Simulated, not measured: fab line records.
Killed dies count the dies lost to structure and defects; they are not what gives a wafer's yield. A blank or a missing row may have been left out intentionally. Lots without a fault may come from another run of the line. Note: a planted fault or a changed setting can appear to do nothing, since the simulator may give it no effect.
Which tool is to blame? ; flow n5Finfet ; 10 lots with 29 wafers sampled at 5 steps, on a route of 1938 steps

## WHAT THE GAUGES READ, wafer by wafer
N5_GATE_CUT_CD_MEAS_13: the cd target is 20 nm. Usual: cdNm reads 20.0 nm (standard deviation 0.32).
lot;measured;on;cdNm (nm);flag
L128;day 4 09:50;cdSem-03;19.8 20.0 20.2;
L131;day 5 04:41;cdSem-01;20.3 19.7 19.8;
L135;day 6 11:05;cdSem-01;20.1 20.0 20.3;
L138;day 7 07:13;cdSem-03;20.3 20.2 20.3;
L143;day 8 09:10;cdSem-02;19.4 19.7 20.0;
L147;day 9 08:25;cdSem-02;19.9 19.9 20.1;
L148;day 9 13:14;cdSem-03;19.9 20.2 20.5;
L149;day 9 20:19;cdSem-03;20.1 20.2 20.1;
L150;day 10 01:42;cdSem-03;19.9 20.1 19.8;
L151;day 10 10:18;cdSem-03;19.3 20.0;

N5_BEOL_M4_RC_MEAS_101. Usual: DIBL_N 36.0 mV/V, standard deviation 2.5; DIBL_P 36.2 mV/V, standard deviation 3; IOFF_N 0.16 nA/um, standard deviation 0.044; IOFF_P 0.21 nA/um, standard deviation 0.049; ION_N 671 uA/um, standard deviation 15; ION_P 461 uA/um, standard deviation 8.7; SS_N 71.5 mV/dec, standard deviation 0.72; SS_P 73.4 mV/dec, standard deviation 0.9; VT_N 251 mV, standard deviation 4.4; VT_P -250 mV, standard deviation 4.
lot;measured;on;DIBL_N (mV/V);DIBL_P (mV/V);IOFF_N (nA/um);IOFF_P (nA/um);ION_N (uA/um);ION_P (uA/um);SS_N (mV/dec);SS_P (mV/dec);VT_N (mV);VT_P (mV);flag
L128;day 8 12:22;prober-01;34.7 36.7 33.9;33.8 36.3 32.7;0.13 0.16 0.12;0.20 0.24 0.19;653 672 667;456 469 468;71.5 71.4 71.0;72.0 73.8 72.1;255 249 252;-250 -243 -246;
L131;day 9 14:58;prober-02;32.7 37.3 35.7;34.3 40.0 38.5;0.12 0.20 0.16;0.18 0.24 0.24;656 677 663;455 459 461;70.9 72.3 71.7;72.2 74.3 74.3;252 247 253;-249 -249 -247;
L135;day 10 07:52;prober-02;37.0 36.0 39.7;36.6 35.6 40.1;0.16 0.14 0.21;0.20 0.19 0.26;669 663 700;457 460 473;72.0 71.0 72.0;73.2 72.6 74.0;254 255 246;-252 -251 -249;
L138;day 11 04:19;prober-02;35.8 38.2 35.3;35.0 37.5 33.7;0.13 0.17 0.13;0.19 0.22 0.18;662 672 662;459 463 464;71.5 72.1 71.2;73.2 73.5 72.7;253 249 252;-253 -247 -252;
L143;day 12 11:42;prober-02;34.1 37.7 34.2;35.5 38.3 35.0;0.13 0.21 0.14;0.21 0.25 0.20;669 676 667;466 466 466;71.0 72.5 71.3;73.4 74.1 73.2;251 247 249;-248 -247 -252;
L147;day 12 22:44;prober-01;33.0 32.5 35.2;31.1 31.6 35.9;0.10 0.10 0.14;0.15 0.15 0.21;653 643 668;454 447 456;71.0 70.5 71.3;71.9 72.3 73.8;258 259 250;-255 -253 -251;
L148;day 13 18:57;prober-02;36.2 33.7 39.4;37.6 33.4 39.8;0.16 0.11 0.22;0.25 0.17 0.28;674 657 694;477 453 471;71.6 71.6 73.2;73.7 72.2 73.9;250 256 243;-247 -254 -246;
L149;day 13 21:25;prober-01;36.4 39.7 34.3;36.3 40.5 32.5;0.17 0.26 0.13;0.25 0.34 0.18;678 698 672;473 475 460;72.1 72.2 70.5;73.6 74.3 72.5;251 242 251;-248 -244 -249;
L150;day 13 20:39;prober-01;40.1 36.2 37.9;40.6 35.1 37.6;0.25 0.13 0.19;0.31 0.19 0.25;689 651 675;470 453 463;73.0 71.1 71.8;74.3 73.0 73.6;245 255 246;-242 -252 -246;
L151;day 14 06:51;prober-02;37.1 34.0;38.2 34.5;0.17 0.12;0.21 0.16;685 675;470 460;71.1 70.8;74.5 73.5;253 252;-253 -258;

## WHICH TOOL RAN EACH LOT (tool, then ch and the chambers of the sampled wafers, then the start)
lot;N5_GATE_CUT_DESCUM_18;N5_GATE_CUT_ETCH_28;N5_GATE_CUT_CMP_23
L128;rieDiel-06 ch 0,3, day 4 10:52;rieDiel-06 ch 0,3, day 4 10:55;cmp-02 ch 0,1,2, day 4 13:35
L131;rieDiel-04 ch 1,2,3, day 5 04:48;rieDiel-04 ch 1,2,3, day 5 04:50;cmp-04 ch 0,2, day 5 07:10
L135;rieDiel-03 ch 0,1,2, day 6 11:12;rieDiel-03 ch 0,1,2, day 6 11:14;cmp-04 ch 0,1,2, day 6 13:39
L138;rieDiel-03 ch 0,1,3, day 7 07:21;rieDiel-03 ch 0,1,3, day 7 07:23;cmp-02 ch 1,2,3, day 7 09:43
L143;rieDiel-06 ch 0,3, day 8 09:18;rieDiel-06 ch 0,3, day 8 09:20;cmp-02 ch 0,1,3, day 8 11:42
L147;rieDiel-03 ch 0,1,2, day 9 10:15;rieDiel-03 ch 0,1,2, day 9 10:17;cmp-02 ch 1,2,3, day 9 12:37
L148;rieDiel-03 ch 0,1,2, day 9 13:24;rieDiel-03 ch 0,1,2, day 9 13:26;cmp-04 ch 0,1,3, day 9 15:46
L149;rieDiel-03 ch 0,3, day 9 20:27;rieDiel-03 ch 0,3, day 9 20:29;cmp-02 ch 1,2,3, day 9 22:55
L150;rieDiel-03 ch 2,3, day 10 01:49;rieDiel-03 ch 2,3, day 10 01:51;cmp-04 ch 0,2,3, day 10 04:13
L151;rieDiel-06 ch 1,3, day 10 10:25;rieDiel-06 ch 1,3, day 10 10:27;cmp-04 ch 0,3, day 10 12:47
- N5_GATE_CUT_DESCUM_18: chemistry O2, time 7 s.
- N5_GATE_CUT_ETCH_28: etches underlayer in N2/H2, target depth 13 nm, time 10.4 s.
- N5_GATE_CUT_CMP_23: polishes, stops on SiO2, t overpolish 23.4 s, target thk 16 nm.

## AS READ BY THE TOOLS THEMSELVES (means over the sampled wafers that have a number; for cases with no such wafer, the mark the record gives instead)
N5_GATE_CUT_DESCUM_18. Usual: drypumpMotorCurrentA 5.6 A, standard deviation 0.43; oesProductAu 0.80 a.u., standard deviation 0.089; rfVppV 242.9 V, standard deviation 1.3; showerheadPlenumPTorr 2.08 Torr, standard deviation 0.057; throttleValvePct 20.50 %, standard deviation 0.24.
lot;tool;drypumpMotorCurrentA (A);oesProductAu (a.u.);rfVppV (V);showerheadPlenumPTorr (Torr);throttleValvePct (%);flag
L128;rieDiel-06;5.9;0.92;243.8;2.10;20.18;
L131;rieDiel-04;5.4;0.78;241.9;2.05;20.59;
L135;rieDiel-03;5.3;0.80;243.4;2.13;20.46;
L138;rieDiel-03;5.6;0.85;244.0;2.15;20.52;
L143;rieDiel-06;5.9;0.87;244.3;2.09;20.22;
L147;rieDiel-03;5.3;0.84;243.3;2.12;20.34;
L148;rieDiel-03;5.2;0.83;244.0;2.12;20.33;
L149;rieDiel-03;5.9;0.82;243.1;2.11;20.60;
L150;rieDiel-03;6.0;0.88;242.5;2.11;20.47;
L151;rieDiel-06;6.0;0.81;243.6;2.09;20.45;

N5_GATE_CUT_ETCH_28. Usual: drypumpMotorCurrentA 5.6 A, standard deviation 0.43; etchRfOnTimeS 10.5 s, standard deviation 0.37; oesProductAu 0.68 a.u., standard deviation 0.073; rfVppV 523.5 V, standard deviation 2.1; showerheadPlenumPTorr 2.53 Torr, standard deviation 0.07; throttleValvePct 18.0 %, standard deviation 0.3.
lot;tool;drypumpMotorCurrentA (A);etchRfOnTimeS (s);oesProductAu (a.u.);rfVppV (V);showerheadPlenumPTorr (Torr);throttleValvePct (%);flag
L128;rieDiel-06;5.9;10.7;0.76;523.7;2.56;17.7;
L131;rieDiel-04;5.4;10.1;0.67;523.0;2.48;18.0;
L135;rieDiel-03;5.3;10.8;0.66;524.9;2.59;17.9;
L138;rieDiel-03;5.6;10.7;0.72;526.0;2.63;18.1;
L143;rieDiel-06;5.9;10.5;0.74;524.6;2.55;17.7;
L147;rieDiel-03;5.3;10.6;0.71;523.6;2.58;17.8;
L148;rieDiel-03;5.3;10.6;0.71;524.2;2.58;17.8;
L149;rieDiel-03;6.0;10.3;0.70;524.2;2.59;18.3;
L150;rieDiel-03;6.0;10.1;0.76;523.1;2.58;18.1;
L151;rieDiel-06;6.0;10.4;0.68;524.5;2.56;18.0;

N5_GATE_CUT_CMP_23. Usual: motorCurrentA 9.0 A, standard deviation 1.1; overpolishRunS 23.399 s, standard deviation 0.0091; timeToEndpointS 19 s, standard deviation 3.1.
lot;tool;motorCurrentA (A);overpolishRunS (s);timeToEndpointS (s);flag
L128;cmp-02;10.0;23.397;18;
L131;cmp-04;8.7;23.395;17;
L135;cmp-04;8.1;23.405;18;
L138;cmp-02;10.3;23.403;19;
L143;cmp-02;10.0;23.409;23;
L147;cmp-02;9.9;23.401;16;
L148;cmp-04;8.4;23.402;18;
L149;cmp-02;9.7;23.409;16;
L150;cmp-04;9.1;23.398;17;
L151;cmp-04;9.1;23.410;18;

## THE ANSWER, worked out from the rows above alone
Rule: a lot is off if the mean of its wafers that have a number lies more than 3 standard deviations from the usual mean. A lot without any number at a reading at which 4 lots or more have one is off too. Where the step has rows for the other lots, those lots are counted as sound. First the gauges in route order, then the tools' own readings, where a lot's mean is used as printed above. The first step at which some lot is off is used, and at that step the reading that is off furthest; a lot without a number counts as furthest.
Across all readings shown, no lot is off: no conclusion can be drawn from this.

## WHAT HAD BEEN PUT IN BY THE SIMULATOR
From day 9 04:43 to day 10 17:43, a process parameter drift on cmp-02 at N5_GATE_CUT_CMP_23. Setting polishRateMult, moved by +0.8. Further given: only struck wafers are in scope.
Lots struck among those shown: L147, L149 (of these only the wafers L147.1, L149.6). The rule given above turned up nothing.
